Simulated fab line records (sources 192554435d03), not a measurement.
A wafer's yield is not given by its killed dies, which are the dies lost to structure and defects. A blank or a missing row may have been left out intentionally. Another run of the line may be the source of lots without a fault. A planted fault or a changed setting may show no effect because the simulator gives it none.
Chamber matching | flow n5Finfet | N5_BEOL_M0_CUTY_ETCH_63 on rieDiel-04: 4 sister chambers
The step etches SOC in N2/H2, target depth 82.7 nm, overetch 16.5 nm, time 124 s. 8 wafers are shown with their chamber, then 9 later ones without.

## WAFERS, EACH WITH ITS CHAMBER
wafer  | chamber | drypumpMotorCurrentA (A) | throttleValvePct (%)
L078.6 | 0       | 4.8                      | 17.38
L086.6 | 3       | 6.3                      | 18.09
L088.1 | 3       | 6.2                      | 18.10
L088.5 | 2       | 5.5                      | 17.98
L088.6 | 1       | 5.3                      | 18.17
L091.1 | 1       | 5.3                      | 18.16
L091.2 | 0       | 4.8                      | 17.47
L091.6 | 2       | 5.5                      | 17.99

## WAFERS WITH NO CHAMBER GIVEN
wafer  | drypumpMotorCurrentA (A) | throttleValvePct (%)
L093.1 | 4.8                      | 17.45
L093.3 | 5.3                      | 18.18
L093.4 | 5.5                      | 18.00
L095.4 | 4.8                      | 17.45
L095.5 | 5.3                      | 18.18
L095.6 | 5.5                      | 18.00
L096.4 | 5.3                      | 18.20
L096.5 | 5.5                      | 18.01
L096.6 | 4.8                      | 17.46

## EACH ONE'S CHAMBER
wafer  | from the rows above | in truth
L093.1 | 0                   | 0
L093.3 | 1                   | 1
L093.4 | 2                   | 2
L095.4 | 0                   | 0
L095.5 | 1                   | 1
L095.6 | 2                   | 2
L096.4 | 1                   | 1
L096.5 | 2                   | 2
L096.6 | 0                   | 0
Correct placement for 9 of the 9. Number that these rows cannot place: 0. 0 placed wrongly.
How it was worked out, from the rows above alone: a wafer's distance from a chamber is the root of the sum, over the readings, of the square of ((its reading less the chamber's mean) divided by the reading's scatter). If the next closest chamber is less than 2 further off than the closest, the wafer can't be placed; otherwise it belongs to the closest. The mean given for a chamber averages the wafers shown for that chamber. How the scatter is found: for the shown wafers, subtract from each reading the mean of its chamber, square and add these, divide the total by (wafers less chambers), then take the root.
